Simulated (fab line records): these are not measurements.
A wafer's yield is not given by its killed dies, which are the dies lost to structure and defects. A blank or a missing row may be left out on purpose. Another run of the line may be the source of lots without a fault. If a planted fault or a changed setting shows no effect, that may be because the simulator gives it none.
fab line records    flow nand_harc
record: lots: 13  wafers: 39  last_day: 34
route steps=1302 shown P_START@1 P_STI@100 P_GATE@124 END@1302
lots untouched by any fault: they come from a run of this same line in which no faults occurred
start_h: hours from the record's first day to the start of the lot's first wafer shown    wait_h: hours since the lot's step before    " the same as in the row above    L1.1+2: several wafers, shown together as one row    - no value, or no start given    * or withheld: withheld    < > ~ a bound
route shown NAME@n: NAME is a module with steps in the file, n the number in the route of the first one    usual: mean/standard deviation taken from wafers without a fault    same: alike in all rows    chamber/n: place in a boat    sites: each site's reading    _std_site: how widely they spread, as a standard deviation    _edge_site: inner sites' mean taken away from outer sites' mean    radius_mm: how far each site lies from the wafer's centre    mask NAME#n: copy n    behind: tool/chamber where the wafer was last shaped    hold: why the lot went on hold/how many hours it stayed there/how the hold came to an end    device: the n, p or np transistor that did not switch    end of line: tests of these same wafers at the route's end    a step with no rows: only its recipe    killed: at the first sort, the dies lost to defects and structure; wafer yield is something else    map: dies across one wafer; x = killed, . = not, _ = none there
set.NAME: the setting that was run; set.NAME@STEP: the one run at that earlier step    model.NAME: the simulator's own value behind a step, which no gauge read
steps of the route over a sample of lots; a table a step, a row a wafer
services: from which hour (start_h, from the record's first day; less than 0 if before it) a tool's chamber was out of use, for how many hours, and why
== steps ==
step: NHARC_P_START_INSPECT_01
usual: raw_defect_count: 3.8/2.2
lot.wafer  tool               chamber  start_h  wait_h  raw_defect_count
L599.1     defect_inspect-01  -        20.04    -       5
L599.2     "                  -        "        "       4
L599.3     "                  -        "        "       7
L601.1     defect_inspect-02  -        40.04    -       4
L601.5     "                  -        "        "       2
L601.6     "                  -        "        "       3
L602.3     defect_inspect-01  -        50.04    -       3
L602.4     "                  -        "        "       2
L602.5     "                  -        "        "       5
L603.3     defect_inspect-02  -        60.04    -       4
L603.5     "                  -        "        "       0
L603.6     "                  -        "        "       5
L604.1     defect_inspect-01  -        70.04    -       3
L604.5     "                  -        "        "       4
L604.6     "                  -        "        "       1
L608.1     defect_inspect-01  -        110.04   -       3
L608.2     "                  -        "        "       3
L608.4     "                  -        "        "       2
L609.1     defect_inspect-02  -        120.04   -       5
L609.2     "                  -        "        "       3
L609.6     "                  -        "        "       3
L610.2     defect_inspect-01  -        130.04   -       3
L610.4     "                  -        "        "       4
L610.5     "                  -        "        "       4
L611.1     defect_inspect-02  -        140.04   -       5
L611.4     "                  -        "        "       0
L611.5     "                  -        "        "       6
L612.1     defect_inspect-01  -        150.04   -       15
L612.2     "                  -        "        "       7
L612.3     "                  -        "        "       4
L620.2     defect_inspect-02  -        230.05   -       4
L620.3     "                  -        "        "       5
L620.6     "                  -        "        "       1
L621.4     defect_inspect-01  -        240.05   -       2
L621.5     "                  -        "        "       2
L621.6     "                  -        "        "       0
L622.1     defect_inspect-01  -        250.04   -       1
L622.2     "                  -        "        "       4
L622.4     "                  -        "        "       5
step: NHARC_P_STI_CMP_21
recipe: t_overpolish_s: 20  target_thk_nm: 380.67
usual: motor_current_A: 12.5/1.1  overpolish_run_s: 20.000/0.0095  t_overpolish_s: 20/0
lot.wafer  tool    chamber  start_h  wait_h  motor_current_A  overpolish_run_s  t_overpolish_s
L599.1     cmp-01  3        63.31    0.4     15.3             20.004            20
L599.2     "       1        "        "       13.8             19.983            20
L599.3     "       2        "        "       11.1             20.005            20
L601.1     cmp-02  1        84.49    0.4     12.2             20.006            20
L601.5     "       2        "        "       13.3             19.994            20
L601.6     "       3        "        "       12.5             20.010            20
L602.4     cmp-01  1        100.48   0.4     12.8             20.006            20
L602.3     "       0        "        "       11.8             20.015            20
L602.5     "       1        "        "       12.6             20.017            20
L603.3     cmp-04  1        100.53   0.4     12.8             20.008            20
L603.5     "       3        "        "       13.0             20.002            20
L603.6     "       0        "        "       11.0             19.990            20
L604.1     cmp-01  2        112.32   0.4     11.2             20.000            20
L604.6     "       0        "        "       12.1             19.990            20
L604.5     "       1        "        "       12.9             19.982            20
L608.4     cmp-02  2        154.85   0.4     12.7             19.997            20
L608.1     "       3        "        "       12.6             20.005            20
L608.2     "       0        "        "       11.0             20.005            20
L609.2     cmp-02  1        162.29   0.4     12.6             19.996            20
L609.1     "       2        "        "       14.2             20.000            20
L609.6     "       1        "        "       12.1             20.000            20
L610.4     cmp-04  2        172.71   0.4     13.0             20.005            20
L610.2     "       1        "        "       12.8             19.999            20
L610.5     "       3        "        "       12.8             20.001            20
L611.4     cmp-02  1        180.73   0.4     12.5             97.428            97.421
L611.1     "       2        "        "       13.5             19.986            20
L611.5     "       1        "        "       11.9             97.393            97.421
L612.1     cmp-01  3        193.07   0.4     14.2             19.993            20
L612.3     "       1        "        "       11.6             20.003            20
L612.2     "       2        "        "       10.7             20.000            20
L620.3     cmp-01  1        271.33   0.4     13.1             20.009            20
L620.2     "       3        "        "       15.1             19.992            20
L620.6     "       1        "        "       13.0             20.002            20
L621.4     cmp-02  3        282.04   0.4     12.7             20.004            20
L621.6     "       0        "        "       11.6             19.993            20
L621.5     "       1        "        "       12.6             19.989            20
L622.4     cmp-04  3        291.09   0.4     13.4             19.996            20
L622.1     "       0        "        "       11.2             19.991            20
L622.2     "       1        "        "       12.7             20.013            20
step: NHARC_P_GATE_DESCUM_13
recipe: time_s: 3  o2_flow_sccm: 200  ar_flow_sccm: 0  bias_power_w: 0  chemistry: O2
usual: chamber_pressure_mTorr: 59.99/0.053  drypump_motor_current_A: 5.9/0.44  mfc_ar_sccm: 0.010/0.012  oes_product_au: 1.002/0.0071  rf_vpp_V: 57.9/0.84  showerhead_plenum_p_Torr: 1.93/0.062  throttle_valve_pct: 11.311/0.0082
lot.wafer  tool         chamber  start_h  wait_h  chamber_pressure_mTorr  drypump_motor_current_A  mfc_ar_sccm  oes_product_au  rf_hours_counter_h  rf_vpp_V  showerhead_plenum_p_Torr  throttle_valve_pct
L599.1     rie_diel-13  2        82.04    -       60.03                   5.6                      0.001        1.005           4.5                 56.3      1.87                      11.327
L599.3     "            3        "        "       59.95                   6.0                      0.025        0.995           4.9                 57.3      2.00                      11.319
L599.2     "            0        "        "       59.97                   5.8                      0            1.000           5.0                 56.8      1.81                      11.315
L601.1     rie_diel-13  2        102.88   -       59.92                   5.6                      0.001        1.009           5.4                 58.7      1.87                      11.311
L601.5     "            1        "        "       59.98                   6.8                      0.007        1.000           -                   59.0      1.98                      11.312
L601.6     "            2        "        "       60.07                   5.6                      0.001        1.009           -                   58.3      1.87                      11.301
L602.4     rie_diel-01  2        116.86   -       60.01                   5.4                      0            0.995           2.5                 58.3      1.90                      11.311
L602.3     "            0        "        "       59.95                   5.5                      0            0.987           2.0                 57.9      1.94                      11.307
L602.5     "            2        "        "       59.93                   5.4                      0            0.993           -                   57.0      1.90                      11.302
L603.3     rie_diel-07  0        117.04   -       59.99                   5.4                      0.021        1.009           7.5                 58.4      1.83                      11.328
L603.5     "            3        "        "       60.05                   5.4                      0.031        0.994           -                   58.7      1.94                      11.309
L603.6     "            0        "        "       60.04                   5.4                      0.021        1.009           -                   58.1      1.83                      11.315
L604.1     rie_diel-13  2        128.71   -       59.95                   5.5                      0.001        1.007           8.1                 58.5      1.87                      11.305
L604.6     "            2        "        "       60.05                   5.5                      0.001        1.016           -                   56.9      1.87                      11.301
L604.5     "            3        "        "       59.92                   6.1                      0.025        0.997           -                   57.2      2.00                      11.308
L608.4     rie_diel-13  1        174.21   -       59.91                   6.8                      0.007        1.006           0                   58.3      1.98                      11.311
L608.2     "            2        "        "       60.03                   5.6                      0.001        0.999           0                   57.5      1.87                      11.321
L608.1     "            3        "        "       60.04                   6.0                      0.025        0.996           0                   59.8      2.00                      11.302
L609.1     rie_diel-13  0        178.67   -       59.97                   5.7                      0            0.995           0.1                 56.9      1.80                      11.308
L609.2     "            2        "        "       59.98                   5.6                      0.001        1.000           0.1                 56.2      1.87                      11.321
L609.6     "            0        "        "       59.90                   5.7                      0            0.992           -                   56.3      1.80                      11.306
L610.2     rie_diel-13  2        189.81   -       59.98                   5.6                      0.001        0.998           0.5                 57.9      1.87                      11.297
L610.4     "            1        "        "       60.01                   6.8                      0.007        1.010           0.5                 58.2      1.98                      11.305
L610.5     "            2        "        "       60.00                   5.6                      0.001        1.013           -                   56.2      1.87                      11.305
L611.4     rie_diel-01  2        197.14   -       60.00                   5.4                      0            1.002           9.0                 56.6      1.90                      11.315
L611.1     "            0        "        "       59.90                   5.5                      0            0.991           7.1                 59.5      1.94                      11.320
L611.5     "            2        "        "       60.07                   5.4                      0            1.002           -                   56.9      1.90                      11.326
L612.2     rie_diel-13  0        209.31   -       60.02                   5.8                      0            1.002           0.9                 57.3      1.80                      11.321
L612.1     "            1        "        "       59.99                   6.8                      0.007        0.999           0.9                 57.1      1.98                      11.311
L612.3     "            2        "        "       60.08                   5.5                      0.001        0.998           1.0                 58.3      1.87                      11.303
L620.3     rie_diel-13  0        288.03   -       60.05                   5.8                      0            1.010           4.1                 59.0      1.80                      11.306
L620.2     "            1        "        "       60.00                   6.8                      0.007        1.018           4.3                 58.3      1.98                      11.311
L620.6     "            2        "        "       60.01                   5.6                      0.001        0.998           -                   57.1      1.87                      11.305
L621.4     rie_diel-13  2        298.34   -       59.99                   5.6                      0.001        1.000           4.7                 57.4      1.87                      11.302
L621.5     "            2        "        "       60.06                   5.6                      0.001        0.996           -                   57.1      1.87                      11.308
L621.6     "            3        "        "       59.96                   6.0                      0.025        0.988           -                   58.9      2.00                      11.310
L622.1     rie_diel-01  3        310.21   -       59.97                   6.3                      0.028        1.002           5.9                 58.8      1.97                      11.310
L622.2     "            2        "        "       59.89                   5.4                      0            1.011           4.7                 57.3      1.89                      11.324
L622.4     "            2        "        "       60.04                   5.4                      0            1.008           -                   59.4      1.90                      11.323
step: NHARC_P_GATE_DEP_103
recipe: target_thk_a: 300  target_thk_nm: 30  temp_c: 400  flow_sccm: 200  rf_w: 350  material: SiON
usual: heater_power_w: 770/83
lot.wafer  tool      chamber  start_h  wait_h  heater_power_w
L599.3     pecvd-02  1        96.12    0.3     727
L599.1     "         2        "        "       738
L599.2     "         0        "        "       840
L601.1     pecvd-04  2        117.63   0.5     811
L601.6     "         2        "        "       814
L601.5     "         1        "        "       784
L602.3     pecvd-04  2        132.39   0.4     690
L602.4     "         1        "        "       731
L602.5     "         2        "        "       688
L603.3     pecvd-02  0        133.09   0.4     849
L603.5     "         1        "        "       791
L603.6     "         0        "        "       852
L604.1     pecvd-02  2        142.05   0.6     702
L604.5     "         0        "        "       843
L604.6     "         2        "        "       712
L608.1     pecvd-04  2        187.11   0.6     788
L608.2     "         1        "        "       802
L608.4     "         0        "        "       859
L609.1     pecvd-02  2        193.55   0.6     637
L609.2     "         1        "        "       793
L609.6     "         2        "        "       622
L610.2     pecvd-02  1        205.08   0.5     724
L610.5     "         1        "        "       716
L610.4     "         0        "        "       809
L611.1     pecvd-02  0        211.01   0.6     846
L611.4     "         0        "        "       841
L611.5     "         1        "        "       736
L612.1     pecvd-01  2        222.27   0.6     573
L612.2     "         0        "        "       740
L612.3     "         1        "        "       777
L620.3     pecvd-02  1        301.11   0.5     820
L620.2     "         0        "        "       913
L620.6     "         0        "        "       920
L621.5     pecvd-02  1        315.57   0.4     756
L621.4     "         2        "        "       673
L621.6     "         0        "        "       760
L622.2     pecvd-04  2        329.56   0.4     797
L622.1     "         1        "        "       840
L622.4     "         1        "        "       858
step: NHARC_END_SORT_01
recipe: temp_c: 25
usual: killed_at_array: 63/18  killed_at_other: 1.1/1.3  killed_at_periphery: 4.3/2.8  killed_dies: 68/18  killed_open: 3.3/2  killed_short: 2.4/1.6
same: gross_dies: 677
lot.wafer  tool       chamber  start_h  wait_h  killed_at_array  killed_at_other  killed_at_periphery  killed_dies  killed_open  killed_short
L608.1     prober-01  0        728.97   2.5     20               1                6                    27           2            5
killed by level:class
L608.1 A_CHANNEL_HOLE_D1:chamber_film_flake=6 P_BONDPAD:chamber_film_flake=4 A_STAIRCASE:chamber_film_flake=4 A_WL_FILL:geometric_particle:short=3 P_STI:geometric_particle:short=1 P_M0:geometric_particle:open=1 A_ONON_D1:geometric_particle:short=1 A_WL_FILL:geometric_particle:open=1
== services ==
tool         chamber  start_h  hours  kind
pecvd-02     -        46.56    13.0   pm
rie_diel-13  1        49.23    3.6    repair
pecvd-02     2        83.85    4.7    repair
cmp-01       -        88.72    4.0    pm
rie_diel-13  0        94.00    4.0    repair
cmp-02       -        99.31    1.6    repair
rie_diel-13  -        104.55   0.9    repair
cmp-01       -        105.03   0.3    repair
cmp-01       -        120.61   22.2   repair
cmp-02       -        122.29   2.0    repair
pecvd-02     0        126.13   5.8    repair
cmp-02       -        134.60   4.0    pm
cmp-02       -        151.04   1.4    repair
rie_diel-13  0        155.29   5.9    repair
rie_diel-13  -        165.00   9.0    pm
cmp-01       -        186.72   4.0    pm
cmp-02       -        191.41   5.6    repair
cmp-01       -        206.30   3.2    repair
pecvd-02     -        228.10   13.0   pm
rie_diel-13  3        239.38   8.2    repair
pecvd-02     2        247.41   11.4   repair
rie_diel-13  2        252.45   1.2    repair
rie_diel-13  0        254.60   7.8    repair
rie_diel-13  1        328.49   5.4    repair
== key ==
first_sign: step: NHARC_P_STI_CMP_21  reading: t_overpolish_s  direction: up  sigmas: 99+  usual: 20  struck: 97.421
effect: step: NHARC_P_STI_CMP_21  reading: overpolish_run_s  direction: up  sigmas: 99+  usual: 20.000  struck: 97.411
met_at NHARC_P_STI_CMP_21
struck_lots L611
struck_wafers L611.4,L611.5
tester_left_out L611
not_acting_at NHARC_P_START_INSPECT_01,NHARC_P_GATE_DESCUM_13,NHARC_P_GATE_DEP_103
onset_between 162.29 180.73
fault: kind: process_parameter_drift  tool: cmp-02  chamber: 1  onset_h: 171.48  steps: NHARC_P_STI_CMP_21  channel: t_overpolish_s  offset: 77.421  shape: step  end_h: 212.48  acts_in: these_recipes_only  stated: 20
tester_left_out: of these lots the tester's yield and bins aren't shown, on N5 and GAA mostly nor the transistor test; their killed dies are dies lost to structure and defects alone, not to doping, threshold or leakage, so they don't give the yield
